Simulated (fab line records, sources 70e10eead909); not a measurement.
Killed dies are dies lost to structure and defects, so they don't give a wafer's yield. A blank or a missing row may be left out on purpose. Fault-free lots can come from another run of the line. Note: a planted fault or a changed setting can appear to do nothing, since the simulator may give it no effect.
Which of the tools did it? / flow nand-harc / Sampling: 12 lots, 36 wafers, 6 of 1159 route steps

WHAT EACH GAUGE READ, for each wafer
NHARC_A_WL_FILL_INSPECT_15. Usual: 404 for raw-defect-count, sd 120.
lot=L776; measured=day 16 11:53; on=defect-inspect-01; raw-defect-count=430 353 293; flag=
lot=L777; measured=day 16 10:25; on=defect-inspect-01; raw-defect-count=712 572 649; flag=
lot=L775; measured=day 16 20:24; on=defect-inspect-02; raw-defect-count=891 1057 727; flag=OFF
lot=L779; measured=day 17 05:16; on=defect-inspect-02; raw-defect-count=847 724 760; flag=OFF
lot=L784; measured=day 18 21:08; on=defect-inspect-01; raw-defect-count=553 540 436; flag=
lot=L785; measured=day 19 07:09; on=defect-inspect-02; raw-defect-count=417 295 357; flag=
lot=L788; measured=day 19 13:14; on=defect-inspect-01; raw-defect-count=383 499 786; flag=
lot=L786; measured=day 19 16:33; on=defect-inspect-01; raw-defect-count=664 497 449; flag=
lot=L792; measured=day 20 17:33; on=defect-inspect-01; raw-defect-count=461 426 313; flag=
lot=L791; measured=day 20 15:55; on=defect-inspect-01; raw-defect-count=320 284 327; flag=
lot=L795; measured=day 21 11:35; on=defect-inspect-02; raw-defect-count=369 358 247; flag=
lot=L796; measured=day 22 16:46; on=defect-inspect-01; raw-defect-count=391 430 384; flag=

NHARC_END_SORT_01. Usual: killed-at-array 29, standard deviation 11; killed-at-other 0.6, standard deviation 0.75; killed-at-periphery 3.1, standard deviation 2.1; killed-dies 32, standard deviation 11; killed-open 3.0, standard deviation 1.8; killed-short 1.8, standard deviation 1.3.
lot=L775; measured=day 20 11:32; on=prober-02; killed-at-array=315 297 301; killed-at-other=0 0 0; killed-at-periphery=6 2 0; killed-dies=321 299 301; killed-open=3 2 1; killed-short=2 1 4; flag=OFF
lot=L779; measured=day 20 18:35; on=prober-02; killed-at-array=300 303 286; killed-at-other=0 0 0; killed-at-periphery=4 2 4; killed-dies=304 305 290; killed-open=1 2 2; killed-short=0 1 3; flag=OFF

WHICH TOOL RAN EACH LOT (tool, then ch and the chambers of the sampled wafers, then the start)
lot=L776; NHARC_A_WL_FILL_ETCHBACK_04=rie-metal-02 ch 0,1, day 15 08:16; NHARC_A_WL_FILL_ETCHBACK_16=rie-diel-06 ch 0,2,3, day 16 02:14 or earlier; NHARC_A_WL_FILL_ETCHBACK_26=rie-si-01 ch 0,1, day 16 02:14; NHARC_A_WL_FILL_CMP_12=cmp-04 ch 1,2,3, day 16 11:29
lot=L777; NHARC_A_WL_FILL_ETCHBACK_04=rie-metal-03 ch 0,1, day 15 12:29; NHARC_A_WL_FILL_ETCHBACK_16=rie-diel-05 ch 0,1,2, day 16 02:14 or earlier; NHARC_A_WL_FILL_ETCHBACK_26=rie-si-03 ch 1,2, day 16 02:14; NHARC_A_WL_FILL_CMP_12=cmp-01 ch 1,2,3, day 16 09:56
lot=L775; NHARC_A_WL_FILL_ETCHBACK_04=rie-metal-03 ch 0,1, day 15 20:22; NHARC_A_WL_FILL_ETCHBACK_16=rie-diel-06 ch 1,2,3, day 16 11:42 or earlier; NHARC_A_WL_FILL_ETCHBACK_26=rie-si-06 ch 0,2, day 16 11:42; NHARC_A_WL_FILL_CMP_12=cmp-04 ch 1,3, day 16 19:58
lot=L779; NHARC_A_WL_FILL_ETCHBACK_04=rie-metal-02 ch 0, day 16 06:56; NHARC_A_WL_FILL_ETCHBACK_16=rie-diel-09 ch 0,2, day 16 22:49 or earlier; NHARC_A_WL_FILL_ETCHBACK_26=rie-si-06 ch 1,2,3, day 16 22:49; NHARC_A_WL_FILL_CMP_12=cmp-04 ch 0,1, day 17 04:47
lot=L784; NHARC_A_WL_FILL_ETCHBACK_04=rie-metal-03 ch 1, day 18 00:55; NHARC_A_WL_FILL_ETCHBACK_16=rie-diel-05 ch 0,1,2, day 18 14:13 or earlier; NHARC_A_WL_FILL_ETCHBACK_26=rie-si-06 ch 0,1, day 18 14:13; NHARC_A_WL_FILL_CMP_12=cmp-03 ch 1,3, day 18 20:38
lot=L785; NHARC_A_WL_FILL_ETCHBACK_04=rie-metal-03 ch 0,1, day 18 07:47; NHARC_A_WL_FILL_ETCHBACK_16=rie-diel-05 ch 0,1,2, day 19 00:59 or earlier; NHARC_A_WL_FILL_ETCHBACK_26=rie-si-01 ch 0,1,3, day 19 00:59; NHARC_A_WL_FILL_CMP_12=cmp-03 ch 1,3, day 19 06:41
lot=L788; NHARC_A_WL_FILL_ETCHBACK_04=rie-metal-03 ch 0,1, day 18 10:32; NHARC_A_WL_FILL_ETCHBACK_16=rie-diel-05 ch 1,2, day 19 03:58 or earlier; NHARC_A_WL_FILL_ETCHBACK_26=rie-si-06 ch 0,2,3, day 19 03:58; NHARC_A_WL_FILL_CMP_12=cmp-01 ch 0,1, day 19 12:46
lot=L786; NHARC_A_WL_FILL_ETCHBACK_04=rie-metal-02 ch 0,1, day 18 14:52; NHARC_A_WL_FILL_ETCHBACK_16=rie-diel-05 ch 0,1,3, day 19 07:02 or earlier; NHARC_A_WL_FILL_ETCHBACK_26=rie-si-06 ch 0,1,3, day 19 07:02; NHARC_A_WL_FILL_CMP_12=cmp-03 ch 0,1, day 19 16:05
lot=L792; NHARC_A_WL_FILL_ETCHBACK_04=rie-metal-02 ch 0,1, day 19 17:20; NHARC_A_WL_FILL_ETCHBACK_16=rie-diel-06 ch 1,2, day 20 09:05 or earlier; NHARC_A_WL_FILL_ETCHBACK_26=rie-si-06 ch 0,1,2, day 20 09:05; NHARC_A_WL_FILL_CMP_12=cmp-03 ch 0,1, day 20 17:05
lot=L791; NHARC_A_WL_FILL_ETCHBACK_04=rie-metal-03 ch 0,1, day 19 19:27; NHARC_A_WL_FILL_ETCHBACK_16=rie-diel-05 ch 1,2,3, day 20 09:05 or earlier; NHARC_A_WL_FILL_ETCHBACK_26=rie-si-01 ch 0,2,3, day 20 09:05; NHARC_A_WL_FILL_CMP_12=cmp-03 ch 1,2,3, day 20 15:26
lot=L795; NHARC_A_WL_FILL_ETCHBACK_04=rie-metal-01 ch 0,1, day 20 10:13; NHARC_A_WL_FILL_ETCHBACK_16=rie-diel-05 ch 2,3, day 21 01:23 or earlier; NHARC_A_WL_FILL_ETCHBACK_26=rie-si-03 ch 0,2,3, day 21 01:23; NHARC_A_WL_FILL_CMP_12=cmp-04 ch 0,2, day 21 11:07
lot=L796; NHARC_A_WL_FILL_ETCHBACK_04=rie-metal-01 ch 0,1, day 21 16:24; NHARC_A_WL_FILL_ETCHBACK_16=rie-diel-06 ch 2,3, day 22 10:50 or earlier; NHARC_A_WL_FILL_ETCHBACK_26=rie-si-06 ch 1,2, day 22 10:50; NHARC_A_WL_FILL_CMP_12=cmp-01 ch 0,2,3, day 22 16:20
- NHARC_A_WL_FILL_ETCHBACK_04: etches the open film in NF3, target depth 60 nm, time 120 s.
- NHARC_A_WL_FILL_ETCHBACK_16: etches the open film in C4F8/O2/Ar, target depth 88 nm, time 17.6 s.
- NHARC_A_WL_FILL_ETCHBACK_26: etches the open film in HBr, target depth 52 nm, time 13.3 s.
- NHARC_A_WL_FILL_CMP_12: polishes, t overpolish 30 s, target thk 75 nm.

WHAT THE TOOLS THEMSELVES READ (means of the sampled wafers that have a number; where no wafer has one, the mark that the record gives instead)
NHARC_A_WL_FILL_ETCHBACK_04. Usual: drypump-motor-current-A 5.6 A, standard deviation 0.37; oes-product-au 0.994 a.u., standard deviation 0.01.
lot=L776; tool=rie-metal-02; drypump-motor-current-A (A)=5.4; oes-product-au (a.u.)=1.012; flag=
lot=L777; tool=rie-metal-03; drypump-motor-current-A (A)=5.5; oes-product-au (a.u.)=1.002; flag=
lot=L775; tool=rie-metal-03; drypump-motor-current-A (A)=5.3; oes-product-au (a.u.)=0.998; flag=
lot=L779; tool=rie-metal-02; drypump-motor-current-A (A)=5.6; oes-product-au (a.u.)=1.017; flag=
lot=L784; tool=rie-metal-03; drypump-motor-current-A (A)=5.0; oes-product-au (a.u.)=0.999; flag=
lot=L785; tool=rie-metal-03; drypump-motor-current-A (A)=5.5; oes-product-au (a.u.)=0.997; flag=
lot=L788; tool=rie-metal-03; drypump-motor-current-A (A)=5.3; oes-product-au (a.u.)=0.992; flag=
lot=L786; tool=rie-metal-02; drypump-motor-current-A (A)=5.6; oes-product-au (a.u.)=0.989; flag=
lot=L792; tool=rie-metal-02; drypump-motor-current-A (A)=5.5; oes-product-au (a.u.)=1.002; flag=
lot=L791; tool=rie-metal-03; drypump-motor-current-A (A)=5.5; oes-product-au (a.u.)=0.993; flag=
lot=L795; tool=rie-metal-01; drypump-motor-current-A (A)=6.0; oes-product-au (a.u.)=0.984; flag=
lot=L796; tool=rie-metal-01; drypump-motor-current-A (A)=6.1; oes-product-au (a.u.)=0.990; flag=

NHARC_A_WL_FILL_ETCHBACK_16. Usual: oes-product-au 0.984 a.u., standard deviation 0.03; rf-vpp-V 723 V, standard deviation 3.3.
lot=L776; tool=rie-diel-06; oes-product-au (a.u.)=1.005; rf-vpp-V (V)=723; flag=
lot=L777; tool=rie-diel-05; oes-product-au (a.u.)=0.993; rf-vpp-V (V)=722; flag=
lot=L775; tool=rie-diel-06; oes-product-au (a.u.)=1.002; rf-vpp-V (V)=723; flag=
lot=L779; tool=rie-diel-09; oes-product-au (a.u.)=0.997; rf-vpp-V (V)=728; flag=
lot=L784; tool=rie-diel-05; oes-product-au (a.u.)=0.997; rf-vpp-V (V)=723; flag=
lot=L785; tool=rie-diel-05; oes-product-au (a.u.)=0.969; rf-vpp-V (V)=724; flag=
lot=L788; tool=rie-diel-05; oes-product-au (a.u.)=0.996; rf-vpp-V (V)=724; flag=
lot=L786; tool=rie-diel-05; oes-product-au (a.u.)=1.001; rf-vpp-V (V)=722; flag=
lot=L792; tool=rie-diel-06; oes-product-au (a.u.)=1.004; rf-vpp-V (V)=725; flag=
lot=L791; tool=rie-diel-05; oes-product-au (a.u.)=1.001; rf-vpp-V (V)=724; flag=
lot=L795; tool=rie-diel-05; oes-product-au (a.u.)=0.921; rf-vpp-V (V)=722; flag=
lot=L796; tool=rie-diel-06; oes-product-au (a.u.)=0.990; rf-vpp-V (V)=723; flag=

NHARC_A_WL_FILL_ETCHBACK_26. Usual: drypump-motor-current-A 5.6 A, standard deviation 0.38; oes-product-au 0.996 a.u., standard deviation 0.012; throttle-valve-pct 23.267 %, standard deviation 0.0099.
lot=L776; tool=rie-si-01; drypump-motor-current-A (A)=5.7; oes-product-au (a.u.)=1.000; throttle-valve-pct (%)=23.263; flag=
lot=L777; tool=rie-si-03; drypump-motor-current-A (A)=5.3; oes-product-au (a.u.)=0.995; throttle-valve-pct (%)=23.278; flag=
lot=L775; tool=rie-si-06; drypump-motor-current-A (A)=5.2; oes-product-au (a.u.)=1.010; throttle-valve-pct (%)=23.259; flag=
lot=L779; tool=rie-si-06; drypump-motor-current-A (A)=5.8; oes-product-au (a.u.)=1.005; throttle-valve-pct (%)=23.260; flag=
lot=L784; tool=rie-si-06; drypump-motor-current-A (A)=5.8; oes-product-au (a.u.)=0.993; throttle-valve-pct (%)=23.256; flag=
lot=L785; tool=rie-si-01; drypump-motor-current-A (A)=5.7; oes-product-au (a.u.)=0.992; throttle-valve-pct (%)=23.266; flag=
lot=L788; tool=rie-si-06; drypump-motor-current-A (A)=5.6; oes-product-au (a.u.)=1.007; throttle-valve-pct (%)=23.275; flag=
lot=L786; tool=rie-si-06; drypump-motor-current-A (A)=6.0; oes-product-au (a.u.)=0.992; throttle-valve-pct (%)=23.264; flag=
lot=L792; tool=rie-si-06; drypump-motor-current-A (A)=5.5; oes-product-au (a.u.)=1.000; throttle-valve-pct (%)=23.266; flag=
lot=L791; tool=rie-si-01; drypump-motor-current-A (A)=5.9; oes-product-au (a.u.)=0.993; throttle-valve-pct (%)=23.263; flag=
lot=L795; tool=rie-si-03; drypump-motor-current-A (A)=5.4; oes-product-au (a.u.)=1.000; throttle-valve-pct (%)=23.270; flag=
lot=L796; tool=rie-si-06; drypump-motor-current-A (A)=5.7; oes-product-au (a.u.)=1.011; throttle-valve-pct (%)=23.270; flag=

NHARC_A_WL_FILL_CMP_12. Usual: motor-current-A 11.5 A, standard deviation 1.1; overpolish-run-s 30.001 s, standard deviation 0.009; slurry-filter-dp-kPa 13.52 kPa, standard deviation 0.12; time-to-endpoint-s 14.6 s, standard deviation 2.1.
lot=L776; tool=cmp-04; motor-current-A (A)=11.9; overpolish-run-s (s)=29.998; slurry-filter-dp-kPa (kPa)=13.49; time-to-endpoint-s (s)=17.0; flag=
lot=L777; tool=cmp-01; motor-current-A (A)=11.4; overpolish-run-s (s)=30.002; slurry-filter-dp-kPa (kPa)=13.56; time-to-endpoint-s (s)=15.6; flag=
lot=L775; tool=cmp-04; motor-current-A (A)=10.5; overpolish-run-s (s)=30.005; slurry-filter-dp-kPa (kPa)=13.50; time-to-endpoint-s (s)=17.5; flag=
lot=L779; tool=cmp-04; motor-current-A (A)=11.6; overpolish-run-s (s)=30.006; slurry-filter-dp-kPa (kPa)=13.41; time-to-endpoint-s (s)=15.6; flag=
lot=L784; tool=cmp-03; motor-current-A (A)=11.1; overpolish-run-s (s)=30.005; slurry-filter-dp-kPa (kPa)=13.56; time-to-endpoint-s (s)=12.6; flag=
lot=L785; tool=cmp-03; motor-current-A (A)=11.0; overpolish-run-s (s)=29.998; slurry-filter-dp-kPa (kPa)=13.46; time-to-endpoint-s (s)=15.5; flag=
lot=L788; tool=cmp-01; motor-current-A (A)=11.5; overpolish-run-s (s)=30.006; slurry-filter-dp-kPa (kPa)=13.63; time-to-endpoint-s (s)=13.1; flag=
lot=L786; tool=cmp-03; motor-current-A (A)=11.4; overpolish-run-s (s)=30.000; slurry-filter-dp-kPa (kPa)=13.53; time-to-endpoint-s (s)=13.9; flag=
lot=L792; tool=cmp-03; motor-current-A (A)=11.2; overpolish-run-s (s)=30.002; slurry-filter-dp-kPa (kPa)=13.54; time-to-endpoint-s (s)=11.6; flag=
lot=L791; tool=cmp-03; motor-current-A (A)=11.5; overpolish-run-s (s)=30.004; slurry-filter-dp-kPa (kPa)=13.46; time-to-endpoint-s (s)=11.9; flag=
lot=L795; tool=cmp-04; motor-current-A (A)=12.9; overpolish-run-s (s)=29.995; slurry-filter-dp-kPa (kPa)=13.53; time-to-endpoint-s (s)=14.8; flag=
lot=L796; tool=cmp-01; motor-current-A (A)=12.2; overpolish-run-s (s)=30.002; slurry-filter-dp-kPa (kPa)=13.48; time-to-endpoint-s (s)=15.0; flag=

THE ANSWER, worked out from the rows above alone
Rule: take the mean of a lot's wafers that have a number; if it is more than 3 standard deviations from the usual mean, the lot is off. Also off: a lot with no number at a reading for which 4 or more lots have one. Where the step has rows for the other lots, those lots are counted as sound. Order of review: gauges by route order, followed by the tools' own readings, for which a lot's mean as printed above is used. The first step at which some lot is off is used, and at that step the reading that is off furthest; a lot without a number counts as furthest.
Off, at NHARC_A_WL_FILL_INSPECT_15 on raw-defect-count: L775, L779.
A tool fits if, at a process step before that reading, it ran every lot that is off, and no sound lot after the first of them. The gauges at NHARC_A_WL_FILL_INSPECT_15 aren't tried: what is off there is off at NHARC_END_SORT_01 too, on other tools, and a gauge's error can't cause that. Because NHARC_A_WL_FILL_ETCHBACK_16 lacks a start for some lots, the hours and order of its lots are taken from NHARC_A_WL_FILL_ETCHBACK_26. Not one of the candidates tried fits.

WHAT HAD BEEN PUT IN BY THE SIMULATOR
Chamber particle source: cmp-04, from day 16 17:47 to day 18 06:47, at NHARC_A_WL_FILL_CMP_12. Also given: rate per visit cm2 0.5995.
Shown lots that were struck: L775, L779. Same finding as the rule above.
